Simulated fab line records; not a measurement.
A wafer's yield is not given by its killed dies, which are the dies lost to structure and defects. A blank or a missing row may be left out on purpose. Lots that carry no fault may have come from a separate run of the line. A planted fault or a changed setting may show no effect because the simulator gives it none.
fab line records | flow nand-harc | part 1 of 2: steps 1 to 4 of 6
[record] lots = 20 wafers = 60 last-day = 35
route steps=1302 shown A_CHANNEL_HOLE_D2@588 A_STAIRCASE@672
lots that met no fault: taken from a fault-free run of the same line
start-h: start of the lot's first displayed wafer, in hours after the record's first day | wait-h: how many hours have passed since the lot's step before this one | " as in the row above | L1.1+2: a row that stands for several wafers | - either no value or no given start | * or withheld: withheld | < > ~ a bound
route shown NAME@n: names a module that has steps shown in the file, with the first one's number in the route | usual: the fault-free wafers' mean and standard deviation | same: alike in all rows | chamber/n: place in a boat | sites: each site's reading | _std_site: their standard deviation | _edge_site: mean of outer sites minus mean of inner sites | radius-mm: how far each site lies from the wafer's centre | mask NAME#n: copy n | behind: the tool/chamber that last shaped the wafer | hold: why the lot was held/for how many hours/how that ended | device: whichever transistor did not switch (one of n, p or np) | end of line: the tests these same wafers got at the end of their route | for a step that has no rows: nothing shown but its recipe | killed: not the wafer's yield, but the dies lost to structure and defects at the first sort | map: shows each die of a wafer: x if killed, . if not, _ if none is there
set.NAME: setting as actually run; set.NAME@STEP: the setting as run at that earlier step | model.NAME: the simulator's own value behind a step, which no gauge read
a sample of lots followed through the steps of the route, with each step as a table and each wafer as a row
services: a tool's chamber out of use, with start hour (start-h, from the record's first day; less than 0 if before it), hours out, and reason
[[steps]]
[step NHARC_A_CHANNEL_HOLE_D2_ETCH_34]
[recipe] target-depth-a = 1540 time-s = 77 cf4-flow-sccm = 100 chf3-flow-sccm = 30 ar-flow-sccm = 0 rf-w = 500 bias-w = 200 chemistry = CF4/CHF3
[usual] chf3-flow-sccm = 30.00/0.085 drypump-motor-current-A = 5.5/0.41 oes-product-au = 0.958/0.021 rf-fwd-power-W = 496.2/1.8 rf-vpp-V = 369.9/2.1 showerhead-plenum-p-Torr = 1.55/0.059 throttle-valve-pct = 16.802/0.0084
// columns lot.wafer tool chamber start-h wait-h chf3-flow-sccm drypump-motor-current-A oes-product-au rf-fwd-power-W rf-hours-counter-h rf-vpp-V showerhead-plenum-p-Torr throttle-valve-pct
L074.2 rie-diel-11 1 - - 30.02 5.3 0.907 501.0 1.7 371.4 1.66 16.811
L074.3 " 3 " " 30.08 6.1 0.916 495.4 1.9 368.2 1.51 16.801
L074.6 " 0 " " 30.04 6.1 0.933 494.2 - 367.3 1.52 16.799
L075.1 rie-diel-13 3 - - 30.02 5.7 0.970 498.9 5.1 370.0 1.57 16.814
L075.5 " 0 " " 30.10 5.1 0.953 497.1 - 369.2 1.50 16.802
L075.4 " 1 " " 30.08 5.5 0.964 495.9 - 366.4 1.49 16.789
L076.4 rie-diel-11 1 - - 30.14 5.3 0.954 498.0 3.2 372.6 1.66 16.806
L076.3 " 3 " " 29.94 6.2 0.951 495.9 3.6 368.4 1.51 16.795
L076.1 " 0 " " 29.96 6.1 0.971 497.0 3.5 368.6 1.51 16.805
L077.3 rie-diel-02 2 - - 29.96 5.3 0.932 496.8 5.9 367.0 1.51 16.793
L077.4 " 0 " " 29.99 5.6 0.923 497.8 6.1 370.2 1.61 16.805
L077.6 " 2 " " 29.96 5.3 0.921 495.0 - 369.4 1.51 16.797
L082.2 rie-diel-13 3 - - 29.88 5.7 0.962 496.8 0.4 370.6 1.57 16.804
L082.4 " 0 " " 29.95 5.2 0.984 492.3 0.6 368.7 1.50 16.794
L082.1 " 1 " " 30.03 5.4 0.977 494.4 0.6 366.8 1.49 16.783
L081.2 rie-diel-11 0 - - 29.85 6.1 0.921 496.5 6.1 368.7 1.51 16.792
L081.5 " 2 " " 29.87 4.9 0.923 495.1 - 368.9 1.50 16.802
L081.6 " 3 " " 29.99 6.2 0.930 497.4 - 369.0 1.51 16.821
L083.2 rie-diel-02 2 - - 30.05 5.2 0.945 495.2 9.1 370.0 1.51 16.808
L083.3 " 3 " " 29.98 6.2 0.963 498.1 9.0 372.6 1.65 16.794
L083.4 " 0 " " 30.01 5.6 0.963 495.7 9.2 371.4 1.61 16.804
L084.1 rie-diel-11 2 - - 29.89 4.9 0.966 496.3 6.1 368.2 1.49 16.800
L084.3 " 3 " " 29.86 6.2 0.956 496.5 7.2 367.9 1.51 16.817
L084.5 " 0 " " 29.98 6.1 0.981 496.0 - 367.7 1.51 16.803
L085.3 rie-diel-11 1 - - 29.90 5.3 0.966 498.8 8.0 372.7 1.66 16.793
L085.2 " 0 " " 30.04 6.1 0.966 497.3 8.9 369.7 1.51 16.780
L085.6 " 2 " " 29.98 4.9 0.980 493.6 - 367.5 1.49 16.804
L086.4 rie-diel-11 2 - - 30.03 4.9 0.973 497.4 7.9 368.2 1.49 16.799
L086.3 " 1 " " 29.87 5.3 0.981 501.1 8.5 373.9 1.66 16.797
L086.5 " 2 " " 29.98 4.9 0.968 496.5 - 367.2 1.49 16.798
L087.4 rie-diel-02 0 - - 30.00 5.6 0.944 498.3 1.7 372.3 1.61 16.794
L087.2 " 1 " " 29.74 5.3 0.954 496.5 1.9 371.8 1.59 16.806
L087.5 " 0 " " 30.08 5.6 0.946 496.6 - 372.2 1.61 16.777
L088.4 rie-diel-13 1 - - 29.96 5.4 0.985 495.4 4.8 367.9 1.48 16.817
L088.1 " 0 " " 29.90 5.2 0.979 492.8 5.1 368.7 1.50 16.805
L088.5 " 2 " " 30.05 5.8 0.963 493.8 - 372.7 1.59 16.810
L089.2 rie-diel-13 0 - - 29.95 5.1 0.960 495.5 5.8 367.7 1.50 16.806
L089.1 " 1 " " 30.01 5.4 0.979 497.2 5.4 366.7 1.48 16.805
L089.3 " 3 " " 30.12 5.7 0.974 497.7 5.1 370.0 1.57 16.792
L090.1 rie-diel-11 1 - - 30.08 5.3 0.960 498.0 0.4 372.6 1.66 16.803
L090.5 " 0 " " 30.12 6.1 0.979 495.9 - 367.3 1.51 16.809
L090.6 " 1 " " 30.08 5.3 0.964 496.5 - 372.4 1.66 16.793
L091.3 rie-diel-13 3 - - 30.02 5.7 0.986 496.0 5.8 370.9 1.57 16.811
L091.4 " 2 " " 29.99 5.8 0.954 494.7 5.1 370.5 1.59 16.793
L091.6 " 0 " " 29.95 5.1 0.982 496.8 - 368.7 1.50 16.810
L092.1 rie-diel-02 3 - - 30.05 6.2 0.981 496.1 3.4 372.6 1.65 16.791
L092.3 " 1 " " 30.09 5.3 0.969 497.0 3.5 372.0 1.59 16.805
L092.6 " 3 " " 30.17 6.2 0.971 498.1 - 374.1 1.65 16.814
L094.4 rie-diel-13 3 - - 30.10 5.7 0.976 495.8 7.4 370.0 1.57 16.794
L094.5 " 3 " " 30.01 5.8 0.980 496.4 - 371.5 1.57 16.803
L094.6 " 0 " " 29.99 5.2 0.987 495.7 - 368.6 1.50 16.808
L095.1 rie-diel-02 1 - - 29.96 5.4 0.934 498.6 7.2 371.2 1.59 16.816
L095.2 " 2 " " 29.83 5.3 0.937 496.0 7.7 367.2 1.51 16.802
L095.5 " 2 " " 29.86 5.3 0.942 494.5 - 368.4 1.51 16.807
L096.1 rie-diel-13 2 - - 29.87 5.8 0.911 492.5 7.7 371.8 1.59 16.807
L096.2 " 3 " " 30.00 5.7 0.924 497.0 8.1 372.1 1.57 16.805
L096.3 " 0 " " 30.05 5.1 0.918 492.7 9.8 367.8 1.50 16.810
L097.3 rie-diel-13 1 - - 29.98 5.4 0.983 493.3 0.2 367.4 1.48 16.815
L097.2 " 2 " " 30.15 5.8 0.965 495.8 0.3 371.0 1.59 16.793
L097.5 " 1 " " 30.07 5.4 0.969 496.2 - 367.7 1.48 16.799
[step NHARC_A_CHANNEL_HOLE_D2_ETCH_16]
[recipe] target-depth-a = 31000 over-etch-frac = 0.3 time-s = 806 ion-energy-ev = 150 o2-flow-sccm = 400 cos-flow-sccm = 20 ar-flow-sccm = 0 rf-w = 500 bias-w = 300 chemistry = O2/COS
[usual] drypump-motor-current-A = 5.6/0.41 oes-product-au = 0.999/0.008 rf-fwd-power-W = 499.8/1.7 rf-vpp-V = 313.7/1.9 showerhead-plenum-p-Torr = 3.08/0.12 throttle-valve-pct = 28.331/0.0086
// columns lot.wafer tool chamber start-h wait-h drypump-motor-current-A oes-product-au rf-fwd-power-W rf-hours-counter-h rf-vpp-V showerhead-plenum-p-Torr throttle-valve-pct
L074.2 rie-diel-11 1 - - 5.3 0.996 499.9 1.8 314.8 3.29 28.310
L074.3 " 2 " " 4.9 1.002 500.0 1.0 312.4 2.97 28.334
L074.6 " 0 " " 6.1 1.010 500.6 - 312.3 3.01 28.337
L075.1 rie-diel-13 0 - - 5.2 0.994 496.9 5.7 312.2 2.98 28.320
L075.5 " 1 " " 5.4 0.994 500.3 - 311.6 2.95 28.327
L075.4 " 0 " " 5.2 0.998 498.7 - 312.6 2.98 28.325
L076.1 rie-diel-11 0 - - 6.1 1.005 499.2 3.6 312.7 3.01 28.347
L076.3 " 2 " " 4.9 1.004 497.3 2.7 312.3 2.97 28.322
L076.4 " 3 " " 6.2 0.996 498.9 3.7 312.7 2.99 28.335
L077.3 rie-diel-02 3 - - 6.2 0.989 498.1 6.7 317.9 3.27 28.331
L077.4 " 0 " " 5.6 0.986 498.8 6.2 316.7 3.19 28.338
L077.6 " 0 " " 5.6 0.999 498.6 - 314.3 3.19 28.336
L082.4 rie-diel-13 2 - - 5.8 0.981 501.4 0.5 315.2 3.15 28.334
L082.1 " 3 " " 5.8 1.004 503.5 0.6 315.0 3.11 28.338
L082.2 " 0 " " 5.2 0.996 497.9 0.7 310.6 2.98 28.328
L081.2 rie-diel-11 0 - - 6.1 1.010 500.6 6.2 312.8 3.01 28.328
L081.5 " 3 " " 6.2 0.997 500.6 - 312.9 2.99 28.320
L081.6 " 0 " " 6.1 1.009 502.4 - 312.9 3.01 28.332
L083.3 rie-diel-02 3 - - 6.2 0.992 498.9 9.2 316.0 3.27 28.324
L083.2 " 1 " " 5.3 0.993 500.5 8.4 314.5 3.15 28.326
L083.4 " 2 " " 5.3 1.009 501.5 9.3 312.5 3.00 28.332
L084.3 rie-diel-11 0 - - 6.1 0.998 499.5 7.4 313.0 3.00 28.331
L084.1 " 2 " " 4.9 1.005 497.9 6.2 313.3 2.97 28.328
L084.5 " 0 " " 6.1 0.998 497.6 - 312.3 3.00 28.320
L085.2 rie-diel-11 2 - - 4.9 0.999 500.7 7.4 312.7 2.96 28.335
L085.3 " 3 " " 6.2 1.011 502.4 9.0 311.6 2.99 28.327
L085.6 " 3 " " 6.2 1.003 498.4 - 312.1 2.99 28.331
L086.4 rie-diel-11 0 - - 6.1 1.012 499.6 9.5 312.3 3.00 28.314
L086.3 " 1 " " 5.3 1.000 500.3 8.7 316.6 3.29 28.341
L086.5 " 1 " " 5.3 0.994 504.4 - 315.0 3.29 28.330
L087.2 rie-diel-02 2 - - 5.3 1.001 501.2 1.8 312.1 3.00 28.330
L087.4 " 0 " " 5.6 1.008 500.5 1.8 314.9 3.19 28.344
L087.5 " 1 " " 5.4 1.007 501.4 - 314.1 3.15 28.319
L088.4 rie-diel-13 2 - - 5.8 0.991 498.7 4.4 315.0 3.15 28.329
L088.1 " 3 " " 5.7 1.008 501.5 4.8 314.0 3.11 28.341
L088.5 " 0 " " 5.2 1.001 502.6 - 312.5 2.98 28.326
L089.1 rie-diel-13 0 - - 5.2 0.996 500.2 6.0 312.4 2.97 28.322
L089.2 " 1 " " 5.4 1.010 499.3 5.5 313.8 2.94 28.325
L089.3 " 3 " " 5.7 1.007 501.0 5.3 314.4 3.11 28.319
L090.1 rie-diel-11 2 - - 4.9 1.004 501.3 0.4 312.3 2.96 28.331
L090.6 " 1 " " 5.3 1.005 499.4 - 315.0 3.29 28.321
L090.5 " 2 " " 4.9 1.011 499.9 - 311.6 2.96 28.353
L091.4 rie-diel-13 0 - - 5.2 1.000 501.3 6.9 312.3 2.97 28.332
L091.3 " 3 " " 5.7 0.999 499.9 5.9 313.5 3.11 28.313
L091.6 " 1 " " 5.4 0.991 500.7 - 312.1 2.94 28.332
L092.1 rie-diel-02 3 - - 6.2 1.003 498.8 3.6 316.7 3.27 28.316
L092.3 " 0 " " 5.6 1.009 496.6 3.3 314.7 3.19 28.338
L092.6 " 0 " " 5.6 1.012 497.6 - 316.0 3.19 28.334
L094.4 rie-diel-13 2 - - 5.8 1.002 501.7 6.9 313.2 3.15 28.336
L094.6 " 1 " " 5.5 1.015 499.9 - 311.4 2.94 28.335
L094.5 " 2 " " 5.8 0.987 499.1 - 313.8 3.15 28.327
L095.1 rie-diel-02 2 - - 5.3 0.996 500.4 7.8 313.4 3.00 28.330
L095.2 " 3 " " 6.2 1.000 501.3 7.8 316.9 3.27 28.338
L095.5 " 1 " " 5.4 0.998 502.2 - 314.1 3.15 28.326
L096.3 rie-diel-13 1 - - 5.4 1.001 496.6 9.6 311.3 2.94 28.345
L096.2 " 2 " " 5.8 1.001 500.5 7.8 314.0 3.15 28.333
L096.1 " 0 " " 5.2 1.003 498.7 9.9 312.0 2.97 28.333
L097.3 rie-diel-13 2 - - 5.8 0.991 495.7 0.4 315.8 3.15 28.336
L097.2 " 0 " " 5.2 0.981 498.4 0.3 310.1 2.97 28.339
L097.5 " 3 " " 5.7 0.996 497.6 - 315.6 3.11 28.344
[step NHARC_A_STAIRCASE_TRIM_16]
[recipe] time-s = 211.2 o2-flow-sccm = 500 ar-flow-sccm = 0 bias-w = 0 chemistry = O2
[usual] drypump-motor-current-A = 5.7/0.58 oes-product-au = 1.003/0.0065 rf-vpp-V = 57.8/0.88 showerhead-plenum-p-Torr = 3.49/0.15 throttle-valve-pct = 17.036/0.009
// columns lot.wafer tool chamber start-h wait-h drypump-motor-current-A oes-product-au rf-hours-counter-h rf-vpp-V showerhead-plenum-p-Torr throttle-valve-pct
L074.3 rie-diel-04 1 - - 4.9 1.004 53 57.0 3.32 17.032
L074.2 " 2 " " 5.8 1.009 54 56.1 3.46 17.030
L074.6 " 1 " " 4.9 1.005 - 56.5 3.32 17.046
L075.4 rie-diel-07 3 - - 6.1 1.015 23 57.4 3.41 17.037
L075.1 " 0 " " 6.5 1.009 27 58.8 3.73 17.035
L075.5 " 2 " " 5.9 1.004 - 56.9 3.50 17.020
L077.4 rie-diel-07 2 - - 5.9 1.002 31 57.7 3.50 17.030
L077.3 " 3 " " 6.1 1.007 31 58.0 3.41 17.025
L077.6 " 0 " " 6.5 1.009 - 58.2 3.72 17.046
L076.1 rie-diel-04 3 - - 6.2 1.001 7 59.2 3.60 17.014
L076.3 " 1 " " 4.9 1.010 7 56.5 3.32 17.035
L076.4 " 2 " " 5.8 1.011 5 57.3 3.45 17.025
L082.4 rie-diel-10 2 - - 6.0 1.012 51 57.3 3.33 17.046
L082.2 " 3 " " 5.6 1.002 34 58.2 3.40 17.028
L082.1 " 0 " " 6.3 1.007 53 56.9 3.53 17.036
L081.2 rie-diel-04 2 - - 5.8 1.010 18 57.3 3.45 17.044
L081.6 " 2 " " 5.8 1.004 - 57.4 3.45 17.030
L081.5 " 3 " " 6.2 1.002 - 57.6 3.60 17.037
L083.4 rie-diel-10 2 - - 6.0 0.999 2 57.4 3.33 17.045
L083.2 " 3 " " 5.6 0.997 2 58.2 3.40 17.030
L083.3 " 0 " " 6.3 1.005 2 56.9 3.53 17.043
L084.1 rie-diel-10 2 - - 6.0 1.007 3 57.5 3.33 17.030
L084.3 " 0 " " 6.3 1.004 4 57.7 3.53 17.026
L084.5 " 2 " " 5.9 1.005 - 57.1 3.33 17.052
L085.2 rie-diel-10 3 - - 5.6 0.998 8 56.6 3.40 17.044
L085.3 " 0 " " 6.3 1.011 11 57.4 3.53 17.052
L085.6 " 3 " " 5.6 0.997 - 57.4 3.40 17.044
L086.4 rie-diel-04 1 - - 4.9 1.010 37 58.3 3.30 17.035
L086.3 " 2 " " 5.8 1.001 35 58.2 3.44 17.043
L086.5 " 0 " " 4.6 0.993 - 58.3 3.75 17.029
L087.2 rie-diel-04 2 - - 5.8 0.998 42 56.4 3.43 17.032
L087.4 " 2 " " 5.8 1.002 - 56.9 3.43 17.033
L087.5 " 3 " " 6.2 1.004 - 56.6 3.58 17.030
L089.2 rie-diel-07 0 - - 6.5 0.990 4 58.0 3.70 17.042
L089.3 " 1 " " 5.7 0.985 4 56.4 3.44 17.018
L089.1 " 2 " " 5.9 0.992 4 56.4 3.48 17.040
L088.4 rie-diel-04 0 - - 4.6 1.004 47 60.0 3.75 17.050
L088.1 " 3 " " 6.2 1.007 47 58.1 3.58 17.031
L088.5 " 1 " " 5.0 0.996 - 57.4 3.30 17.036
L090.1 rie-diel-07 1 - - 5.7 1.007 8 56.7 3.44 17.035
L090.5 " 0 " " 6.5 1.013 - 58.4 3.70 17.032
L090.6 " 1 " " 5.7 0.998 - 58.4 3.44 17.041
L092.3 rie-diel-07 3 - - 6.1 1.010 13 57.0 3.38 17.027
L092.1 " 1 " " 5.7 1.000 11 57.4 3.44 17.044
L092.6 " 2 " " 5.9 0.994 - 58.7 3.47 17.034
L091.3 rie-diel-04 2 - - 5.8 1.004 57 58.2 3.42 17.032
L091.4 " 3 " " 6.2 0.999 57 58.7 3.57 17.048
L091.6 " 1 " " 4.9 0.993 - 60.4 3.29 17.020
L094.4 rie-diel-04 2 - - 5.8 0.993 1 57.6 3.42 17.027
L094.6 " 3 " " 6.2 1.009 - 58.0 3.57 17.032
L094.5 " 0 " " 4.6 0.997 - 58.6 3.74 17.039
L096.1 rie-diel-10 3 - - 5.6 1.012 40 56.5 3.38 17.047
L096.2 " 0 " " 6.3 1.003 45 57.8 3.51 17.043
L096.3 " 1 " " 5.2 0.995 49 57.3 3.39 17.030
L095.1 rie-diel-04 1 - - 4.9 1.010 7 58.0 3.29 17.030
L095.2 " 2 " " 5.8 0.999 7 57.6 3.42 17.034
L095.5 " 2 " " 5.8 0.993 - 56.8 3.42 17.033
L097.2 rie-diel-07 3 - - 6.1 1.008 35 57.5 3.37 17.043
L097.3 " 0 " " 6.5 1.004 26 59.4 3.69 17.052
L097.5 " 1 " " 5.7 1.007 - 57.5 3.43 17.033
[step NHARC_A_STAIRCASE_ETCH_188]
[recipe] target-depth-a = 1000 time-s = 40.5 ion-energy-ev = 400 c4f8-flow-sccm = 20 o2-flow-sccm = 10 ar-flow-sccm = withheld rf-w = 600 bias-w = 1000 chemistry = C4F8/O2
[usual] oes-product-au = 0.941/0.013 rf-fwd-power-W = 592/3.2 rf-vpp-V = 894/5.5
// columns lot.wafer tool chamber start-h wait-h oes-product-au rf-fwd-power-W rf-hours-counter-h rf-vpp-V
L074.3 rie-diel-07 1 - - 0.969 596 23 894
L074.2 " 0 " " 0.965 591 23 904
L074.6 " 2 " " 0.934 584 - 896
L075.1 rie-diel-10 1 - - 0.942 594 38 892
L075.5 " 1 " " 0.948 591 - 892
L075.4 " 0 " " 0.939 594 - 896
L077.4 rie-diel-04 0 - - 0.915 591 9 904
L077.3 " 3 " " 0.935 593 8 899
L077.6 " 0 " " 0.925 589 - 904
L076.4 rie-diel-07 0 - - 0.949 588 33 904
L076.3 " 1 " " 0.933 596 34 893
L076.1 " 2 " " 0.953 583 32 896
L082.1 rie-diel-04 2 - - 0.935 595 16 893
L082.4 " 3 " " 0.929 591 21 897
L082.2 " 0 " " 0.921 588 21 904
L081.2 rie-diel-04 1 - - 0.937 592 19 888
L081.6 " 1 " " 0.945 595 - 887
L081.5 " 2 " " 0.956 596 - 893
L083.4 rie-diel-04 0 - - 0.946 588 28 904
L083.2 " 2 " " 0.946 593 23 895
L083.3 " 3 " " 0.942 595 27 899
L084.3 rie-diel-07 1 - - 0.934 592 57 893
L084.1 " 2 " " 0.923 584 58 895
L084.5 " 1 " " 0.931 595 - 892
L085.3 rie-diel-04 2 - - 0.935 596 34 894
L085.2 " 3 " " 0.941 594 35 898
L085.6 " 1 " " 0.939 597 - 887
L086.3 rie-diel-04 3 - - 0.922 591 37 897
L086.4 " 2 " " 0.918 599 37 893
L086.5 " 0 " " 0.916 593 - 903
L087.4 rie-diel-07 0 - - 0.959 593 1 903
L087.2 " 2 " " 0.941 588 2 893
L087.5 " 0 " " 0.964 589 - 902
L088.1 rie-diel-10 1 - - 0.945 596 22 891
L088.4 " 0 " " 0.954 594 - 895
L088.5 " 2 " " 0.957 599 - 890
L089.3 rie-diel-04 2 - - 0.941 597 47 893
L089.2 " 3 " " 0.951 592 47 898
L089.1 " 0 " " 0.946 587 47 904
L090.1 rie-diel-04 2 - - 0.951 592 55 891
L090.6 " 1 " " 0.951 596 - 887
L090.5 " 2 " " 0.954 592 - 892
L091.4 rie-diel-04 1 - - 0.942 595 54 888
L091.3 " 3 " " 0.938 590 59 898
L091.6 " 0 " " 0.943 589 - 904
L092.1 rie-diel-10 0 - - 0.932 593 32 895
L092.3 " 2 " " 0.935 595 28 888
L092.6 " 1 " " 0.927 595 - 891
L094.4 rie-diel-04 0 - - 0.969 590 3 904
L094.5 " 0 " " 0.967 588 - 904
L094.6 " 1 " " 0.946 595 - 887
L096.3 rie-diel-10 1 - - 0.952 592 49 891
L096.2 " 2 " " 0.933 595 47 886
L096.1 " 0 " " 0.955 591 46 895
L095.2 rie-diel-10 3 - - 0.923 592 43 892
L095.1 " 2 " " 0.916 591 48 889
L095.5 " 0 " " 0.923 594 - 895
L097.3 rie-diel-07 2 - - 0.925 587 33 893
L097.2 " 3 " " 0.938 591 36 891
L097.5 " 2 " " 0.938 588 - 893
